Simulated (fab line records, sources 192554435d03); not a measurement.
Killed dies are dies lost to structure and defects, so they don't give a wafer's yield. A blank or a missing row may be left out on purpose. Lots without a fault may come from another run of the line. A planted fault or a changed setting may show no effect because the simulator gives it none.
fab line records | flow n5_finfet
record lots=6 wafers=17 last_day=18
route steps=1938 shown BEOL_M2@916 BEOL_M4@1111
lots that met no fault: from a run of the same line without faults
start_h: hours from the record's first day to the start of the lot's first wafer shown | wait_h: hours since the lot's step before | " the same as in the row above | L1.1+2: a row that stands for several wafers | - no value, or no start given | * or withheld: withheld | < > ~ a bound
route shown NAME@n: a module of which the file shows steps, and the number in the route of the first | usual: mean/standard deviation of fault-free wafers | same: alike in all rows | chamber/n: place in a boat | sites: the reading at each site | _std_site: their standard deviation | _edge_site: outer sites' mean less inner sites' | radius_mm: how far each site lies from the wafer's centre | mask NAME#n: copy n | behind: the tool/chamber that last shaped the wafer | hold: why the lot was held/for how many hours/how that ended | device: the transistor (n, p or np) that didn't switch | end of line: the same wafers' tests at the end of the route | a step without rows: its recipe alone | killed: dies lost to structure and defects at the first sort, not the wafer's yield | map: a wafer's dies, x killed, . not, _ none there
set.NAME: the setting as run; set.NAME@STEP: as run at that earlier step | model.NAME: the simulator's own value behind a step, which no gauge read
lots at some steps of the route; a table a step, a row a wafer
services: from which hour (start_h, from the record's first day; less than 0 if before it) a tool's chamber was out of use, for how many hours, and why
## steps
# step N5_BEOL_M2_SPUTTER_92
# recipe material=Cu target_thk_a=45 temp_c=-20 chamber_pressure_pa=0.07 power_w=withheld time_s=8.29
# step N5_BEOL_M2_ANNEAL_93
# recipe temp_c=400 time_s=240 ambient=vacuum
# usual heater_power_w=842/66
# columns lot.wafer tool chamber start_h wait_h heater_power_w
L656.2 pvd_sputter-03 - 165.44 0.0 746
L656.5 " - " " 839
L656.6 " - " " 730
L658.1 pvd_sputter-01 - 179.20 0.0 898
L658.3 " - " " 788
L658.5 " - " " 791
L663.2 pvd_sputter-02 - 207.57 0.0 766
L663.5 " - " " 908
L667.1 pvd_sputter-02 - 233.29 0.0 886
L667.3 " - " " 779
L667.6 " - " " 764
L675.3 pvd_sputter-03 - 276.62 0.0 731
L675.5 " - " " 713
L675.6 " - " " 859
L676.2 pvd_sputter-02 - 284.21 0.0 749
L676.3 " - " " 891
L676.5 " - " " 918
# step N5_BEOL_M2_SPUTTER_94
# recipe material=Cu target_thk_a=45 temp_c=-20 chamber_pressure_pa=0.07 power_w=withheld time_s=8.29
# usual chuck_sensor_temp_C=-15.8/0.52 throttle_valve_pct=30.0/1.4
# columns lot.wafer tool chamber start_h wait_h chuck_sensor_temp_C throttle_valve_pct
L656.2 pvd_sputter-03 - 165.58 0.1 -15.5 29.3
L656.5 " - " " -16.3 28.9
L656.6 " - " " -15.4 29.3
L658.1 pvd_sputter-01 - 179.34 0.1 -15.8 27.6
L658.3 " - " " -15.9 29.1
L658.5 " - " " -15.7 29.3
L663.2 pvd_sputter-02 - 207.71 0.1 -16.6 30.0
L663.5 " - " " -15.8 30.3
L667.1 pvd_sputter-02 - 233.43 0.1 -16.0 30.3
L667.3 " - " " -16.6 29.9
L667.6 " - " " -15.0 32.1
L675.3 pvd_sputter-03 - 276.76 0.1 -15.5 29.6
L675.5 " - " " -15.5 29.3
L675.6 " - " " -15.8 29.0
L676.2 pvd_sputter-02 - 284.35 0.1 -16.5 29.8
L676.3 " - " " -15.7 30.2
L676.5 " - " " -16.4 30.2
# step N5_BEOL_M2_ANNEAL_95
# recipe temp_c=400 time_s=240 ambient=vacuum
# step N5_BEOL_M2_SPUTTER_96
# recipe material=Cu target_thk_a=45 temp_c=-20 chamber_pressure_pa=0.07 power_w=withheld time_s=8.29
# usual chuck_sensor_temp_C=-15.8/0.5 throttle_valve_pct=30.0/1.3
# columns lot.wafer tool chamber start_h wait_h chuck_sensor_temp_C throttle_valve_pct
L656.2 pvd_sputter-03 - 165.80 0.1 -15.6 29.5
L656.5 " - " " -16.3 28.9
L656.6 " - " " -15.7 29.6
L658.1 pvd_sputter-01 - 179.56 0.1 -15.7 27.7
L658.3 " - " " -15.9 29.2
L658.5 " - " " -15.7 29.1
L663.2 pvd_sputter-02 - 207.93 0.1 -16.4 29.8
L663.5 " - " " -15.8 30.3
L667.1 pvd_sputter-02 - 233.65 0.1 -15.8 30.4
L667.3 " - " " -16.5 30.0
L667.6 " - " " -14.9 32.3
L675.3 pvd_sputter-03 - 276.98 0.1 -15.6 29.6
L675.5 " - " " -15.6 29.6
L675.6 " - " " -16.0 29.0
L676.2 pvd_sputter-02 - 284.57 0.1 -16.5 29.8
L676.3 " - " " -15.9 30.2
L676.5 " - " " -16.4 30.2
# step N5_BEOL_M2_ECD_50
# recipe material=Cu target_thk_a=3000
# step N5_BEOL_M2_ANNEAL_51
# recipe temp_c=225 time_s=90 ambient=N2
# step N5_BEOL_M2_CMP_52
# recipe stop_on=SiOC t_overpolish_s=6.8 down_force_psi=1 platen_rpm=50 clearing_platen_down_force_psi=1.5 clearing_platen_rpm=50 post_cmp_clean=cu_alkaline target_thk_nm=40 clearing_platen_pad_velocity_m_s=0.99484 pad_velocity_m_s=0.99484
# usual barrier_field_endpoint_s=24.6/0.57 edge_zone_pressure_frac=1.000/0.005 motor_current_A=6.2/0.39 overpolish_run_s=6.801/0.0085 time_to_endpoint_s=60.7/2.5
# columns lot.wafer tool chamber start_h wait_h barrier_field_endpoint_s edge_zone_pressure_frac motor_current_A overpolish_run_s time_to_endpoint_s
L656.2 cmp-02 0 166.43 0.3 24.5 1.007 6.7 6.802 62.8
L656.5 " 1 " " 24.3 0.983 6.1 6.801 60.9
L656.6 " 2 " " 25.1 1.001 6.2 6.800 64.5
L658.1 cmp-04 1 180.06 0.3 24.5 0.998 6.3 6.812 63.6
L658.3 " 3 " " 24.7 0.994 6.0 6.799 59.0
L658.5 " 2 " " 25.1 0.998 6.6 6.804 61.9
L663.2 cmp-04 1 208.44 0.2 24.6 0.996 6.4 6.799 60.7
L663.5 " 2 " " 24.2 0.999 6.6 6.788 60.4
L667.3 cmp-04 1 234.42 0.3 23.9 1.004 6.5 6.798 58.9
L667.1 " 3 " " 24.4 1.004 5.8 6.807 57.6
L667.6 " 1 " " 24.6 0.991 6.2 6.797 59.4
L675.3 cmp-02 0 277.51 0.2 23.9 1.010 6.3 6.791 59.8
L675.5 " 3 " " 25.0 1.004 5.2 6.811 65.7
L675.6 " 0 " " 24.2 1.005 6.8 6.800 60.7
L676.2 cmp-04 1 285.14 0.3 25.7 1.002 6.5 6.811 62.2
L676.3 " 2 " " 25.1 0.996 6.8 6.790 59.9
L676.5 " 3 " " 25.2 0.995 6.0 6.801 59.0
# step N5_BEOL_M2_THK_MEAS_53
# recipe thk_meas_gauge=xrf reads=Cu_of_BEOL_M2_ECD_50
# usual M2_THK=39.5/1.3
# columns lot.wafer tool chamber start_h wait_h M2_THK[nm]
L656.2 film_metro-01 - 166.61 - 38.6
L656.5 " - " " 38.4
L656.6 " - " " 40.5
L658.1 film_metro-01 - 180.35 - 39.0
L658.3 " - " " 40.2
L658.5 " - " " 39.7
L663.2 film_metro-02 - 208.73 - 38.2
L663.5 " - " " 37.7
L667.1 film_metro-01 - 234.72 - 40.5
L667.3 " - " " 37.8
L667.6 " - " " 38.5
L675.3 film_metro-02 - 277.77 - 38.2
L675.5 " - " " 38.3
L675.6 " - " " 36.5
L676.2 film_metro-02 - 285.36 - 39.1
L676.3 " - " " 41.6
L676.5 " - " " 39.9
# step N5_BEOL_M2_PRE_CLEAN_60
# recipe gas=NH3/H2 time_s=15 temp_c=* rf_power_w=300
# step N5_BEOL_M2_CO_CAP_55
# recipe material=Co target_thk_a=20 temp_c=200 precursor=CCTBA/H2 pressure_torr=30 time_s=102.1
# usual chamber_pressure_Torr=29.99/0.065 heater_power_w=251/31
# columns lot.wafer tool chamber start_h wait_h chamber_pressure_Torr heater_power_w
L656.2 cvd_co-01 2 166.70 0.0 30.03 242
L656.5 " 0 " " 29.93 235
L656.6 " 2 " " 30.00 251
L658.1 cvd_co-02 0 180.43 0.0 30.03 215
L658.3 " 2 " " 29.99 238
L658.5 " 2 " " 29.91 243
L663.2 cvd_co-02 0 208.81 0.0 30.02 206
L663.5 " 2 " " 30.06 245
L667.1 cvd_co-01 2 234.79 0.0 30.08 255
L667.3 " 0 " " 29.99 223
L667.6 " 0 " " 29.87 230
L675.3 cvd_co-02 0 277.84 0.0 29.94 206
L675.5 " 2 " " 29.83 244
L675.6 " 1 " " 30.02 299
L676.2 cvd_co-02 1 285.43 0.0 29.99 300
L676.3 " 0 " " 29.96 218
L676.5 " 1 " " 30.04 297
# step N5_BEOL_M2_PRE_CLEAN_56
# recipe gas=NH3 time_s=15 temp_c=withheld rf_power_w=300
# step N5_BEOL_M2_DEP_57
# recipe material=SiCN target_thk_a=80 temp_c=withheld precursor=3MS/NH3 pressure_torr=3 rf_w=202 time_s=14
# usual chamber_pressure_Torr=2.999/0.0069 rf_fwd_power_W=199.3/1 showerhead_plenum_p_Torr=3.659/0.012 throttle_valve_pct=9.0/0.33
# columns lot.wafer tool chamber start_h wait_h chamber_pressure_Torr rf_fwd_power_W showerhead_plenum_p_Torr throttle_valve_pct model.SiCN_of_BEOL_M2_DEP_57.thk_nm
L656.2 pecvd-02 1 166.81 0.0 3.002 196.5 3.661 9.4 7.8
L656.5 " 2 " " 3.004 200.5 3.655 9.1 8
L656.6 " 0 " " 2.998 199.5 3.666 8.9 8
L658.1 pecvd-02 0 180.55 0.0 3.007 199.7 3.670 8.9 8.2
L658.3 " 1 " " 3.006 197.6 3.668 9.3 8
L658.5 " 0 " " 3.001 199.9 3.673 8.7 8.2
L663.2 pecvd-02 0 208.92 0.0 3.000 198.9 3.661 9.0 8
L663.5 " 1 " " 3.008 - 3.665 9.2 7.4
L667.1 pecvd-02 2 234.91 0.0 2.995 199.8 3.646 8.9 7.8
L667.3 " 0 " " 2.992 - 3.675 9.1 7.4
L667.6 " 1 " " 2.988 197.8 3.672 9.5 8
L675.3 pecvd-01 1 277.96 0.0 3.012 198.6 3.647 8.9 8
L675.5 " 2 " " 2.999 200.3 3.664 8.9 8.2
L675.6 " 0 " " 3.003 200.5 3.669 8.8 8.2
L676.2 pecvd-04 2 285.55 0.0 3.003 198.6 3.676 8.5 8
L676.3 " 1 " " 3.006 198.2 3.645 8.9 7.8
L676.5 " 1 " " 3.004 198.2 3.649 8.7 7.8
# step N5_BEOL_M2_RS_MEAS_58
# recipe thk_meas_gauge=four-point-probe reads=Co_of_BEOL_M2_CO_CAP_55+Cu_of_BEOL_M2_ECD_50+Co_of_BEOL_M2_CVD_47+TaN_of_BEOL_M2_ALD_84
# usual M2_RS=0.678/0.027
# columns lot.wafer tool chamber start_h wait_h M2_RS[ohm/sq]
L656.2 film_metro-02 - 166.88 0.1 0.698
L656.5 " - " " 0.702
L656.6 " - " " 0.656
L658.1 film_metro-01 - 180.61 0.0 0.688
L658.3 " - " " 0.659
L658.5 " - " " 0.673
L663.2 film_metro-01 - 208.99 0.1 0.688
L663.5 " - " " 0.703
L667.1 film_metro-01 - 234.98 0.0 0.651
L667.3 " - " " 0.713
L667.6 " - " " 0.693
L675.3 film_metro-02 - 278.03 0.1 0.711
L675.5 " - " " 0.708
L675.6 " - " " 0.751
L676.2 film_metro-02 - 285.62 0.1 0.686
L676.3 " - " " 0.641
L676.5 " - " " 0.676
# step N5_BEOL_M4_RC_MEAS_101
# usual DIBL_N=35.9/1.3 DIBL_P=36.3/1.5 IOFF_N=0.153/0.023 IOFF_P=0.208/0.028 ION_N=672/9.7 ION_P=462/6.6 SS_N=71.5/0.53 SS_P=73.3/0.59 VT_N=250.4/2.7 VT_P=-250.5/3
# columns lot.wafer tool chamber start_h wait_h DIBL_N[mV/V] DIBL_P[mV/V] IOFF_N[nA/um] IOFF_P[nA/um] ION_N[uA/um] ION_P[uA/um] SS_N[mV/dec] SS_P[mV/dec] VT_N[mV] VT_P[mV]
L656.2 prober-01 0 200.47 0.2 38.2 38.8 0.202 0.285 679 473 71.6 74.5 247.1 -244.0
L656.5 " 0 " " 38.6 39.3 0.230 0.307 687 469 72.5 74.8 243.2 -243.1
L656.6 " 0 " " 36.0 35.7 0.157 0.242 679 471 71.0 74.1 247.9 -244.8
L658.1 prober-02 0 211.49 0.0 33.8 35.3 0.121 0.177 653 452 70.8 72.7 253.2 -252.9
L658.3 " 0 " " 36.0 38.1 0.162 0.213 673 461 71.6 73.9 250.8 -253.0
L658.5 " 0 " " 34.1 35.3 0.120 0.177 646 456 70.9 72.1 255.5 -252.9
L663.2 prober-01 0 236.79 0.2 36.9 36.5 0.159 0.236 676 471 71.3 73.0 250.8 -248.0
L663.5 " 0 " " 35.7 35.6 0.136 0.224 666 468 71.0 73.1 252.3 -248.2
L667.1 prober-02 0 268.47 0.0 36.7 38.0 0.191 0.263 675 471 72.1 73.4 244.6 -242.8
L667.3 " 0 " " 36.0 36.3 0.167 0.226 677 466 72.0 72.5 249.2 -247.6
L667.6 " 0 " " 35.8 36.3 0.155 0.229 663 459 71.7 72.9 249.6 -249.3
L675.3 prober-02 0 316.77 0.3 37.5 39.0 0.183 0.229 687 467 71.9 74.0 249.2 -249.6
L675.5 " 0 " " 36.5 37.4 0.156 0.214 674 465 70.9 73.5 250.7 -248.4
L675.6 " 0 " " 36.5 37.8 0.159 0.213 677 464 71.2 73.5 247.9 -253.8
L676.2 prober-02 0 336.56 0.2 37.9 37.7 0.182 0.238 683 473 71.5 73.2 245.8 -247.1
L676.3 " 0 " " 36.0 36.0 0.151 0.204 684 464 70.7 72.9 247.6 -249.7
L676.5 " 0 " " 35.7 35.8 0.147 0.208 686 468 71.6 72.5 248.5 -248.9
## services
# columns tool chamber start_h hours kind
pvd_sputter-01 - 147.86 3.0 repair
cvd_co-02 - 148.24 6.9 pm
pecvd-01 - 151.25 28.1 pm
cmp-04 - 159.45 7.9 repair
cvd_co-01 2 172.74 5.5 repair
pecvd-04 1 175.41 5.5 scheduled_down
pecvd-02 2 182.34 5.5 scheduled_down
cmp-02 - 183.58 4.0 pm
pecvd-02 0 184.49 4.6 repair
cmp-02 - 187.58 - consumable_replace:conditioner
cmp-02 - 187.58 - consumable_replace:pad
pecvd-01 2 196.33 16.5 scheduled_down
cmp-04 - 212.19 2.0 repair
cmp-04 - 217.08 3.9 pm
cvd_co-01 - 219.86 6.0 pm
pvd_sputter-03 - 229.48 0.6 repair
pecvd-01 2 235.29 6.0 repair
pecvd-01 1 235.93 5.5 scheduled_down
cmp-04 - 240.82 2.1 repair
pecvd-04 0 242.74 2.1 scheduled_down
cvd_co-02 0 246.03 8.4 repair
pecvd-01 2 255.35 1.9 repair
cvd_co-02 - 264.13 0.7 repair
## key
first_sign none at tools or gauges
model_effect step=N5_BEOL_M2_DEP_57 value=SiCN_of_BEOL_M2_DEP_57.thk_nm without=8 struck=7.4
met_at N5_BEOL_M2_DEP_57
struck_wafers L663.5,L667.3
onset_between 180.55 208.92
fault kind=process_parameter_drift tool=pecvd-02 chamber=- onset_h=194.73 steps=N5_BEOL_M2_DEP_57 channel=time_s offset=* shape=step end_h=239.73 scope=struck_wafers_only acts_in=* stated=*
